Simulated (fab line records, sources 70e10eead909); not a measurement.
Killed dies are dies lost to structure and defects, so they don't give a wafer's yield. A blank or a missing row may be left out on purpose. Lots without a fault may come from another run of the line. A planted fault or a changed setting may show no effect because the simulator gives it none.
Which tool did it? | flow nand_harc | 24 lots, 72 wafers sampled, at 5 steps of a route of 1302

WHAT THE GAUGES READ, wafer by wafer
NHARC_P_STI_INSPECT_11.
lot  | measured     | on                | raw_defect_count
L074 | day 2 21:34  | defect_inspect-02 | 9 5 6
L075 | day 3 08:04  | defect_inspect-02 | 8 2 3
L076 | day 3 16:58  | defect_inspect-01 | 5 5 3
L077 | day 4 00:41  | defect_inspect-01 | 6 2 5
L078 | day 4 11:02  | defect_inspect-02 | 7 7 4
L079 | day 4 22:25  | defect_inspect-01 | 4 5 3
L080 | day 5 10:54  | defect_inspect-01 | 3 3 10
L081 | day 5 20:49  | defect_inspect-01 | 4 8 1
L082 | day 6 08:27  | defect_inspect-01 | 5 16 1
L083 | day 6 12:04  | defect_inspect-02 | 4 7 3
L084 | day 7 00:00  | defect_inspect-02 | 7 6 6
L085 | day 7 09:30  | defect_inspect-02 | 4 6 7
L086 | day 7 18:48  | defect_inspect-02 | 4 15 6
L087 | day 8 07:18  | defect_inspect-01 | 3 4 1
L088 | day 8 15:12  | defect_inspect-01 | 10 3 8
L089 | day 9 00:33  | defect_inspect-02 | 12 13 10
L090 | day 9 12:13  | defect_inspect-01 | 9 5 5
L091 | day 9 21:19  | defect_inspect-02 | 8 5 6
L092 | day 10 08:53 | defect_inspect-01 | 7 7 10
L093 | day 10 18:29 | defect_inspect-01 | 6 6 6
L094 | day 11 02:49 | defect_inspect-01 | 2 4 8
L095 | day 11 14:30 | defect_inspect-02 | 6 7 1
L096 | day 11 22:52 | defect_inspect-02 | 3 5 4
L097 | day 12 11:32 | defect_inspect-01 | 7 9 15

NHARC_P_M1_OVL_MEAS_10: pitch 260 nm.
lot  | measured     | on         | overlay_x_nm (nm) | overlay_y_nm (nm)
L074 | day 6 13:20  | overlay-01 | 0.0 0.2 0.5       | 1.2 1.0 1.4
L075 | day 6 13:54  | overlay-02 | -0.1 -0.5 -0.2    | -0.6 -0.4 -0.8
L076 | day 7 05:51  | overlay-02 | -0.7 -0.7 -0.9    | -1.7 -1.3 -1.8
L077 | day 7 07:24  | overlay-01 | 0.0 0.4 0.3       | 0.3 0.2 0.1
L078 | day 8 00:02  | overlay-01 | -0.3 0.8 0.1      | 0.5 -0.2 0.1
L079 | day 8 08:35  | overlay-01 | -0.1 -0.5 -0.2    | -0.2 0.4 0.5
L080 | day 9 03:52  | overlay-01 | -1.6 -1.0 -1.4    | -0.7 0.0 -0.6
L081 | day 9 04:52  | overlay-01 | -1.4 -0.9 -1.3    | -0.7 -1.1 -0.1
L082 | day 9 17:11  | overlay-01 | 0.0 0.2 0.1       | -1.2 -0.5 -0.7
L083 | day 9 21:45  | overlay-01 | 0.8 0.8 0.9       | -0.1 -0.4 -0.6
L084 | day 10 06:25 | overlay-01 | -1.1 -0.9 -0.8    | 0.6 0.3 0.5
L085 | day 10 17:25 | overlay-02 | -0.1 0.2 0.2      | 0.5 1.1 0.7
L086 | day 11 00:04 | overlay-02 | 0.5 0.2 0.5       | 1.4 1.0 1.5
L087 | day 11 17:47 | overlay-02 | -1.1 -1.0 -0.8    | 0.7 0.9 1.1
L088 | day 12 06:50 | overlay-02 | 0.2 0.7 0.4       | -0.4 -0.9 -1.0
L089 | day 12 08:00 | overlay-01 | 0.5 0.6 0.5       | 0.7 0.4 0.5
L090 | day 12 22:26 | overlay-02 | -0.4 -0.3 -0.2    | -0.4 -1.3 0.0
L091 | day 13 03:00 | overlay-01 | -0.2 0.2 0.1      | -1.5 -1.8 -1.8
L092 | day 13 18:50 | overlay-02 | 0.6 -0.1 0.0      | 0.7 0.7 0.7
L093 | day 14 02:37 | overlay-02 | 0.5 0.1 0.2       | -0.1 -0.4 -0.7
L094 | day 14 15:02 | overlay-02 | 0.0 -0.2 -0.2     | 0.3 0.5 0.0
L095 | day 15 13:30 | overlay-01 | 0.4 0.8 0.3       | 1.3 0.8 1.0
L096 | day 15 15:43 | overlay-02 | 0.0 -0.3 0.0      | -0.7 -1.3 -1.2
L097 | day 16 01:13 | overlay-02 | 1.3 1.1 1.5       | 0.0 -0.2 -0.5

WHICH TOOL RAN EACH LOT (tool, then ch and the chambers of the sampled wafers, then the start)
lot  | NHARC_P_ZERO_WELL_ETCH_63        | NHARC_P_CONTACT_STRIP_28           | NHARC_P_M0_CMP_23
L074 | rie_si-02 ch 0,1, day 1 21:32    | rie_diel-05 ch 1,2,3, day 6 06:05  | cmp-04 ch 1,2, day 6 11:24
L075 | rie_si-05 ch 0,3, day 2 07:32    | rie_diel-08 ch 0,1,3, day 6 06:50  | cmp-02 ch 0,3, day 6 12:02
L076 | rie_si-06 ch 0,1,3, day 2 17:45  | rie_diel-08 ch 2,3, day 6 22:38    | cmp-01 ch 1,3, day 7 03:56
L077 | rie_si-06 ch 1,2, day 3 03:43    | rie_diel-05 ch 2,3, day 7 00:18    | cmp-04 ch 0,2,3, day 7 05:34
L078 | rie_si-02 ch 0,1,2, day 3 13:40  | rie_diel-05 ch 0,2,3, day 7 16:50  | cmp-04 ch 0,1,3, day 7 22:06
L079 | rie_si-02 ch 1,3, day 3 23:46    | rie_diel-01 ch 0,2,3, day 8 01:16  | cmp-02 ch 2,3, day 8 06:36
L080 | rie_si-06 ch 0,1,3, day 4 09:40  | rie_diel-05 ch 0,2,3, day 8 20:51  | cmp-01 ch 0,3, day 9 02:04
L081 | rie_si-05 ch 0,2, day 4 19:32    | rie_diel-01 ch 0,1, day 8 21:00    | cmp-02 ch 1,3, day 9 02:42
L082 | rie_si-06 ch 1,2,3, day 5 06:01  | rie_diel-05 ch 1,3, day 9 09:58    | cmp-02 ch 0,2, day 9 15:14
L083 | rie_si-02 ch 1,2,3, day 5 15:40  | rie_diel-05 ch 0,1,3, day 9 14:24  | cmp-02 ch 0,2,3, day 9 19:50
L084 | rie_si-05 ch 1,2, day 6 01:39    | rie_diel-05 ch 2,3, day 9 23:10    | cmp-02 ch 1,2,3, day 10 04:26
L085 | rie_si-06 ch 1,3, day 6 11:32    | rie_diel-01 ch 0,3, day 10 10:14   | cmp-01 ch 0,1, day 10 15:27
L086 | rie_si-06 ch 2,3, day 6 21:40    | rie_diel-08 ch 1,2, day 10 16:41   | cmp-02 ch 0,1, day 10 22:08
L087 | rie_si-06 ch 1,2,3, day 7 07:44  | rie_diel-01 ch 0,2,3, day 11 10:29 | cmp-04 ch 1,3, day 11 15:53
L088 | rie_si-06 ch 0,1,3, day 7 18:08  | rie_diel-01 ch 0,1,3, day 11 23:48 | cmp-01 ch 0,3, day 12 05:02
L089 | rie_si-05 ch 1,2, day 8 03:32    | rie_diel-01 ch 1,3, day 12 00:41   | cmp-04 ch 0,2, day 12 05:54
L090 | rie_si-02 ch 1,3, day 8 13:43    | rie_diel-08 ch 1,3, day 12 15:23   | cmp-04 ch 1,2,3, day 12 20:31
L091 | rie_si-05 ch 0,1,2, day 8 23:41  | rie_diel-05 ch 0,1, day 12 19:37   | cmp-04 ch 0,2,3, day 13 01:04
L092 | rie_si-05 ch 1,2, day 9 09:40    | rie_diel-05 ch 0,1, day 13 11:40   | cmp-04 ch 1,2, day 13 16:52
L093 | rie_si-06 ch 0,1,3, day 9 19:32  | rie_diel-05 ch 0,1,3, day 13 19:35 | cmp-01 ch 1,2,3, day 14 00:43
L094 | rie_si-05 ch 1,3, day 10 05:32   | rie_diel-05 ch 2,3, day 14 07:29   | cmp-02 ch 1,2, day 14 13:05
L095 | rie_si-02 ch 0,2,3, day 10 15:31 | rie_diel-05 ch 0,1,2, day 15 06:22 | cmp-02 ch 0,1,2, day 15 11:31
L096 | rie_si-06 ch 1,2, day 11 01:32   | rie_diel-08 ch 0,1,2, day 15 08:40 | cmp-02 ch 0,2, day 15 13:46
L097 | rie_si-02 ch 0,1,3, day 11 11:53 | rie_diel-05 ch 0,1,2, day 15 18:12 | cmp-01 ch 0,1,3, day 15 23:24
- NHARC_P_ZERO_WELL_ETCH_63: etches the open film in HBr/Cl2, target depth 120 nm, time 40.1 s.
- NHARC_P_CONTACT_STRIP_28: strips in O2.
- NHARC_P_M0_CMP_23: polishes, t overpolish 20 s, target thk 117.54 nm.

WHAT THE TOOLS THEMSELVES READ (means of the sampled wafers that have a number; where no wafer has one, the mark that the record gives instead)
NHARC_P_ZERO_WELL_ETCH_63.
lot  | tool      | bias_w (W) | drypump_motor_current_A (A) | mfc_cl2_sccm (sccm) | oes_product_au (a.u.) | throttle_valve_pct (%)
L074 | rie_si-02 | 99.9       | 5.4                         | 49.95               | 1.012                 | 26.407
L075 | rie_si-05 | 99.9       | 5.5                         | 49.88               | 0.990                 | 26.406
L076 | rie_si-06 | 100.1      | 6.0                         | 50.02               | 1.002                 | 26.401
L077 | rie_si-06 | 100.1      | 5.9                         | 49.90               | 1.000                 | 26.402
L078 | rie_si-02 | 99.9       | 5.6                         | 50.02               | 1.001                 | 26.405
L079 | rie_si-02 | 100.0      | 5.4                         | 49.90               | 1.014                 | 26.405
L080 | rie_si-06 | 100.3      | 6.0                         | 49.94               | 0.995                 | 26.398
L081 | rie_si-05 | 100.0      | 6.3                         | 50.15               | 0.988                 | 26.407
L082 | rie_si-06 | 100.0      | 5.9                         | 49.95               | 0.996                 | 26.403
L083 | rie_si-02 | 100.2      | 5.6                         | 49.98               | 1.009                 | 26.401
L084 | rie_si-05 | 100.1      | 5.9                         | 50.21               | 0.978                 | 26.410
L085 | rie_si-06 | 99.8       | 5.8                         | 50.04               | 1.000                 | 26.401
L086 | rie_si-06 | 99.9       | 5.8                         | 50.00               | 0.993                 | 26.409
L087 | rie_si-06 | 100.1      | 5.9                         | 50.07               | 0.987                 | 26.409
L088 | rie_si-06 | 99.9       | 6.0                         | 49.93               | 0.987                 | 26.398
L089 | rie_si-05 | 100.0      | 5.9                         | 50.01               | 0.989                 | 26.405
L090 | rie_si-02 | 100.0      | 5.4                         | 49.77               | 1.022                 | 26.397
L091 | rie_si-05 | 99.8       | 6.1                         | 50.00               | 0.992                 | 26.405
L092 | rie_si-05 | 99.8       | 5.9                         | 50.09               | 0.991                 | 26.409
L093 | rie_si-06 | 100.2      | 6.0                         | 50.04               | 0.983                 | 26.399
L094 | rie_si-05 | 100.4      | 5.7                         | 49.99               | 0.990                 | 26.395
L095 | rie_si-02 | 99.6       | 5.8                         | 50.03               | 1.014                 | 26.408
L096 | rie_si-06 | 100.1      | 6.0                         | 49.95               | 0.997                 | 26.410
L097 | rie_si-02 | 100.2      | 5.6                         | 50.05               | 1.012                 | 26.403

NHARC_P_CONTACT_STRIP_28.
lot  | tool        | drypump_motor_current_A (A) | oes_product_au (a.u.) | rf_vpp_V (V) | showerhead_plenum_p_Torr (Torr) | throttle_valve_pct (%)
L074 | rie_diel-05 | 5.9                         | 0.996                 | 57.4         | 3.52                            | 17.048
L075 | rie_diel-08 | 6.2                         | 0.985                 | 56.7         | 3.51                            | 17.032
L076 | rie_diel-08 | 6.3                         | 0.983                 | 57.6         | 3.53                            | 17.041
L077 | rie_diel-05 | 5.3                         | 0.992                 | 58.4         | 3.50                            | 17.037
L078 | rie_diel-05 | 5.5                         | 1.010                 | 57.1         | 3.48                            | 17.042
L079 | rie_diel-01 | 5.4                         | 1.002                 | 57.6         | 3.63                            | 17.039
L080 | rie_diel-05 | 5.5                         | 1.006                 | 57.4         | 3.48                            | 17.037
L081 | rie_diel-01 | 5.2                         | 1.008                 | 57.9         | 3.60                            | 17.041
L082 | rie_diel-05 | 5.9                         | 0.991                 | 57.5         | 3.57                            | 17.043
L083 | rie_diel-05 | 5.5                         | 0.986                 | 57.8         | 3.53                            | 17.025
L084 | rie_diel-05 | 5.9                         | 1.014                 | 57.8         | 3.46                            | 17.043
L085 | rie_diel-01 | 5.6                         | 1.002                 | 57.9         | 3.69                            | 17.043
L086 | rie_diel-08 | 6.2                         | 0.996                 | 58.5         | 3.61                            | 17.041
L087 | rie_diel-01 | 5.4                         | 0.998                 | 57.7         | 3.63                            | 17.050
L088 | rie_diel-01 | 5.5                         | 0.994                 | 58.2         | 3.67                            | 17.045
L089 | rie_diel-01 | 5.8                         | 1.002                 | 58.2         | 3.73                            | 17.037
L090 | rie_diel-08 | 6.4                         | 1.017                 | 58.2         | 3.51                            | 17.032
L091 | rie_diel-05 | 6.1                         | 0.980                 | 58.8         | 3.55                            | 17.043
L092 | rie_diel-05 | 5.7                         | 0.986                 | 57.6         | 3.52                            | 17.039
L093 | rie_diel-05 | 5.5                         | 0.988                 | 57.0         | 3.53                            | 17.037
L094 | rie_diel-05 | 5.9                         | 1.015                 | 57.4         | 3.46                            | 17.030
L095 | rie_diel-05 | 6.1                         | 1.010                 | 57.6         | 3.50                            | 17.044
L096 | rie_diel-08 | 6.1                         | 0.993                 | 58.0         | 3.56                            | 17.039
L097 | rie_diel-05 | 6.0                         | 0.991                 | 57.3         | 3.50                            | 17.031

NHARC_P_M0_CMP_23.
lot  | tool   | motor_current_A (A) | time_to_endpoint_s (s)
L074 | cmp-04 | 12.9                | 32
L075 | cmp-02 | 13.3                | 29
L076 | cmp-01 | 12.6                | 27
L077 | cmp-04 | 12.7                | 31
L078 | cmp-04 | 11.9                | 27
L079 | cmp-02 | 12.6                | 33
L080 | cmp-01 | 12.0                | 29
L081 | cmp-02 | 12.5                | 32
L082 | cmp-02 | 13.9                | 25
L083 | cmp-02 | 13.5                | 30
L084 | cmp-02 | 12.7                | 33
L085 | cmp-01 | 13.3                | 31
L086 | cmp-02 | 13.3                | 28
L087 | cmp-04 | 13.2                | 28
L088 | cmp-01 | 11.7                | 29
L089 | cmp-04 | 11.6                | 35
L090 | cmp-04 | 12.4                | 28
L091 | cmp-04 | 12.1                | 33
L092 | cmp-04 | 12.8                | 29
L093 | cmp-01 | 12.5                | 30
L094 | cmp-02 | 12.5                | 33
L095 | cmp-02 | 12.8                | 32
L096 | cmp-02 | 14.0                | 28
L097 | cmp-01 | 13.1                | 28

THE ANSWER, worked out from the rows above alone
Rule: what is usual is taken from the lots themselves. Put in order of their means at a reading, lots are off if they are a third of the lots or fewer, leave a main group of 4 or more, and stand apart from it by a gap of 3 or more times the standard deviation of the main group's means; of several such gaps the widest counts. A main group whose means are all the same, to the digits that the tables above print for the reading, isn't used. A lot without any number at a reading at which 4 lots or more have one is off too. The other lots that the step has rows for count as sound. The gauges are gone through in route order, then the tools' own readings, and for those a lot's mean is taken as printed above. The first step at which some lot is off is used, and at that step the reading that is off furthest; a lot without a number counts as furthest.
No lot is off at any reading shown: from this, nothing can be told.

WHAT THE SIMULATOR HAD PUT IN
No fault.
